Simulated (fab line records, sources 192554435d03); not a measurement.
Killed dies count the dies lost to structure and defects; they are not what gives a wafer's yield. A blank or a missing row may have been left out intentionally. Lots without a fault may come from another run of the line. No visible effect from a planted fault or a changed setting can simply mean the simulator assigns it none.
fab line records | flow n5Finfet | part 2 of 2: steps 19 to 27 of 27
record: lots: 5 wafers: 15 lastDay: 19
route steps=1938 shown BEOL_M1@793
lots with no fault: from the same line, run without faults
startH: the number of hours between the record's first day and the start of the first shown wafer of the lot | waitH: hours elapsed since this lot's preceding step | " repeats the value in the row above | L1.1+2: a row that stands for several wafers | - either no value or no given start | * or withheld: withheld | < > ~ a bound
route shown NAME@n: NAME is a module with steps in the file, n the number in the route of the first one | usual: mean/standard deviation of fault-free wafers | same: alike in all rows | chamber/n: place in a boat | sites: the reading at each site | _std_site: standard deviation across them | _edge_site: inner sites' mean taken away from outer sites' mean | radiusMm: how far each site lies from the wafer's centre | mask NAME#n: copy n | behind: the most recent tool/chamber to have shaped the wafer | hold: the reason the lot was held/the length of the hold in hours/how it ended | device: transistor that didn't switch, given as n, p or np | end of line: the route-end tests of the same wafers | for a step that has no rows: nothing shown but its recipe | killed: the dies lost at the first sort to structure and to defects; this is not the yield of the wafer | map: per-die view of a wafer (x killed, . not killed, _ where there is no die)
set.NAME: the run value of the setting; set.NAME@STEP: its run value at that earlier step | model.NAME: the simulator's own value behind a step, which no gauge read
lots at some steps of the route; a table a step, a row a wafer
services: when a tool's chamber went out of use (startH, in hours from the record's first day, below 0 if earlier), for how many hours, and the reason
== steps ==
step: N5_BEOL_M1_ALD_84
recipe: material: TaN targetThkA: * tempC: 275 aldPrecursorFamily: PDMAT aldCoReactant: NH3 pressureTorr: 3 carrierFlowSccm: 1500 pulseTimeS: 2 purgeTimeS: 3 coReactantPurgeTimeS: 2 coReactantPulseTimeS: 3 aldCycles: 30 precursorVesselTempC: 75 precursorVesselPressureTorr: 26.25 precursorVesselCarrierSccm: 1000
usual: heaterPowerW: 426/46 precursorVesselPressureTorr: 26.26/0.057
columns lot.wafer tool chamber startH waitH heaterPowerW precursorVesselPressureTorr
L078.2 aldMetal-03 3 149.50 0.0 410 26.26
L078.4 " 1 " " 355 26.23
L078.6 " 0 " " 421 26.13
L082.2 aldMetal-02 0 222.01 0.0 429 26.25
L082.5 " 3 " " 434 26.35
L082.6 " 0 " " 428 26.20
L086.2 aldMetal-03 1 242.17 0.1 356 26.25
L086.3 " 0 " " 426 26.26
L086.5 " 3 " " 396 26.29
L092.3 aldMetal-03 3 279.85 0.0 399 26.32
L092.4 " 3 " " 399 26.23
L092.6 " 2 " " 415 26.33
L096.4 aldMetal-03 3 311.22 0.0 395 26.26
L096.5 " 0 " " 422 26.19
L096.6 " 3 " " 413 26.30
step: N5_BEOL_M1_SURFACE_TREAT_85
recipe: gas: Ar timeS: * ionEnergyEv: * ionCurrentMaCm2: 0.5 pressureMtorr: * arFlowSccm: 30
usual: throttleValvePct: *
columns lot.wafer tool chamber startH waitH throttleValvePct
L078.2 pvdSputter-01 - 149.81 0.2 *
L078.4 " - " " *
L078.6 " - " " *
L082.2 pvdSputter-01 - 222.25 0.1 *
L082.5 " - " " *
L082.6 " - " " *
L086.2 pvdSputter-03 - 242.43 0.2 *
L086.3 " - " " *
L086.5 " - " " *
L092.3 pvdSputter-03 - 280.29 0.3 *
L092.4 " - " " *
L092.6 " - " " *
L096.4 pvdSputter-01 - 311.45 0.1 *
L096.5 " - " " *
L096.6 " - " " *
step: N5_BEOL_M1_CVD_47
recipe: material: Co targetThkA: 30 tempC: withheld precursor: CCTBA/H2 pressureTorr: 30 timeS: 223.8
columns lot.wafer tool chamber startH waitH
L078.2+4+6 cvdCo-01 0,1,0 149.95 0.1
L082.2+5+6 cvdCo-01 0,1,2 222.31 0.0
L086.2+3+5 cvdCo-01 1,2,2 242.62 0.2
L092.3+4+6 cvdCo-02 2,2,0 280.35 0.0
L096.4+5+6 cvdCo-02 2,0,1 311.58 0.1
step: N5_BEOL_M1_SPUTTER_48
recipe: material: Cu targetThkA: 45 tempC: -20 chamberPressurePa: 0.07 powerW: withheld timeS: 8.29
usual: chuckGasFlowSccm: 1.26/0.053 chuckSensorTempC: -16.0/0.47 throttleValvePct: 29.5/1
columns lot.wafer tool chamber startH waitH chuckGasFlowSccm chuckSensorTempC throttleValvePct
L078.2 pvdSputter-03 - 150.25 0.2 1.36 -16.0 30.7
L078.4 " - " " 1.33 -16.3 29.2
L078.6 " - " " 1.38 -15.9 29.2
L082.2 pvdSputter-01 - 222.52 0.1 1.30 -15.7 30.1
L082.5 " - " " 1.24 -15.7 30.0
L082.6 " - " " 1.18 -15.9 28.3
L086.2 pvdSputter-02 - 242.96 0.3 1.20 -16.0 31.2
L086.3 " - " " 1.25 -15.8 29.5
L086.5 " - " " 1.27 -16.8 28.6
L092.3 pvdSputter-03 - 280.51 0.1 1.15 -16.3 29.2
L092.4 " - " " 1.31 -16.5 27.8
L092.6 " - " " 1.24 -16.3 27.8
L096.4 pvdSputter-01 - 311.67 0.0 1.23 -16.0 28.4
L096.5 " - " " 1.24 -15.9 28.4
L096.6 " - " " 1.27 -15.7 29.6
step: N5_BEOL_M1_ANNEAL_49
recipe: tempC: 400 timeS: 240 ambient: vacuum
usual: heaterPowerW: 842/90
columns lot.wafer tool chamber startH waitH heaterPowerW
L078.2 pvdSputter-03 - 150.33 0.0 735
L078.4 " - " " 731
L078.6 " - " " 830
L082.2 pvdSputter-01 - 222.60 0.0 882
L082.5 " - " " 876
L082.6 " - " " 820
L086.2 pvdSputter-02 - 243.04 0.0 823
L086.3 " - " " 932
L086.5 " - " " 902
L092.3 pvdSputter-03 - 280.59 0.0 713
L092.4 " - " " 774
L092.6 " - " " 757
L096.4 pvdSputter-01 - 311.75 0.0 841
L096.5 " - " " 826
L096.6 " - " " 876
step: N5_BEOL_M1_SPUTTER_79
recipe: material: Cu targetThkA: 45 tempC: -20 chamberPressurePa: 0.07 powerW: withheld timeS: 8.29
usual: chuckGasFlowSccm: 1.26/0.056 chuckSensorTempC: -16.0/0.47 throttleValvePct: 29.5/1
columns lot.wafer tool chamber startH waitH chuckGasFlowSccm chuckSensorTempC throttleValvePct
L078.2 pvdSputter-03 - 150.47 0.1 1.32 -16.1 30.7
L078.4 " - " " 1.28 -16.3 29.2
L078.6 " - " " 1.29 -15.8 29.1
L082.2 pvdSputter-01 - 222.74 0.1 1.24 -15.7 29.7
L082.5 " - " " 1.42 -15.8 29.7
L082.6 " - " " 1.29 -16.0 28.5
L086.2 pvdSputter-02 - 243.18 0.1 1.25 -16.1 31.2
L086.3 " - " " 1.27 -15.9 29.7
L086.5 " - " " 1.22 -16.9 28.7
L092.3 pvdSputter-03 - 280.73 0.1 1.18 -16.2 29.1
L092.4 " - " " 1.27 -16.3 28.3
L092.6 " - " " 1.23 -16.3 27.9
L096.4 pvdSputter-01 - 311.89 0.1 1.33 -16.0 28.6
L096.5 " - " " 1.24 -15.9 28.4
L096.6 " - " " 1.32 -15.7 30.0
step: N5_BEOL_M1_ANNEAL_80
recipe: tempC: 400 timeS: 240 ambient: vacuum
usual: heaterPowerW: 843/91
columns lot.wafer tool chamber startH waitH heaterPowerW
L078.2 pvdSputter-03 - 150.55 0.0 712
L078.4 " - " " 706
L078.6 " - " " 821
L082.2 pvdSputter-01 - 222.82 0.0 891
L082.5 " - " " 893
L082.6 " - " " 850
L086.2 pvdSputter-02 - 243.26 0.0 789
L086.3 " - " " 923
L086.5 " - " " 871
L092.3 pvdSputter-03 - 280.81 0.0 729
L092.4 " - " " 745
L092.6 " - " " 769
L096.4 pvdSputter-01 - 311.97 0.0 847
L096.5 " - " " 866
L096.6 " - " " 890
step: N5_BEOL_M1_SPUTTER_81
recipe: material: Cu targetThkA: 45 tempC: -20 chamberPressurePa: 0.07 powerW: withheld timeS: 8.29
usual: chuckGasFlowSccm: 1.26/0.049 chuckSensorTempC: -16.0/0.47 throttleValvePct: 29.5/1
columns lot.wafer tool chamber startH waitH chuckGasFlowSccm chuckSensorTempC throttleValvePct
L078.2 pvdSputter-03 - 150.69 0.1 1.29 -16.0 30.5
L078.4 " - " " 1.17 -16.2 29.5
L078.6 " - " " 1.22 -16.0 28.8
L082.2 pvdSputter-01 - 222.96 0.1 1.23 -15.7 29.7
L082.5 " - " " 1.25 -15.8 29.9
L082.6 " - " " 1.24 -16.0 28.4
L086.2 pvdSputter-02 - 243.40 0.1 1.27 -15.9 31.2
L086.3 " - " " 1.18 -16.0 29.8
L086.5 " - " " 1.19 -17.0 28.7
L092.3 pvdSputter-03 - 280.95 0.1 1.36 -16.4 29.1
L092.4 " - " " 1.31 -16.6 28.2
L092.6 " - " " 1.23 -16.4 28.1
L096.4 pvdSputter-01 - 312.11 0.1 1.30 -15.9 28.4
L096.5 " - " " 1.33 -16.1 28.2
L096.6 " - " " 1.27 -15.7 29.8
step: N5_BEOL_M1_ANNEAL_82
recipe: tempC: 400 timeS: 240 ambient: vacuum
usual: heaterPowerW: 843/90
columns lot.wafer tool chamber startH waitH heaterPowerW
L078.2 pvdSputter-03 - 150.77 0.0 724
L078.4 " - " " 716
L078.6 " - " " 855
L082.2 pvdSputter-01 - 223.04 0.0 876
L082.5 " - " " 900
L082.6 " - " " 845
L086.2 pvdSputter-02 - 243.48 0.0 778
L086.3 " - " " 951
L086.5 " - " " 891
L092.3 pvdSputter-03 - 281.03 0.0 737
L092.4 " - " " 760
L092.6 " - " " 763
L096.4 pvdSputter-01 - 312.19 0.0 847
L096.5 " - " " 840
L096.6 " - " " 852
== services ==
columns tool chamber startH hours kind
aldMetal-03 - 125.20 0.6 repair
pvdSputter-01 - 127.38 0.8 repair
wetBench-01 - 128.42 0.7 repair
cvdCo-01 - 143.59 0.8 repair
rieDiel-02 - 151.09 15.6 pm
rieDiel-05 - 153.22 28.1 pm
pvdSputter-03 - 188.94 5.9 repair
rieDiel-05 3 189.24 1.3 repair
pvdSputter-02 - 202.44 2.8 repair
rieDiel-05 - 207.38 2.6 repair
pvdSputter-03 - 211.08 3.7 repair
rieDiel-05 1 213.83 14.7 repair
rieDiel-05 - 217.62 0.7 repair
aldMetal-03 1 220.55 14.1 repair
aldMetal-03 - 224.35 0.4 repair
rieDiel-05 3 227.96 6.0 repair
aldMetal-03 3 228.52 4.3 repair
rieDiel-05 1 229.85 2.6 repair
rieDiel-02 - 241.35 2.8 pm
rieDiel-05 0 249.90 1.2 repair
rieDiel-02 3 250.98 4.4 repair
aldMetal-03 0 272.87 29.1 repair
rieDiel-05 2 281.14 7.1 repair
rieDiel-02 0 294.77 12.3 repair
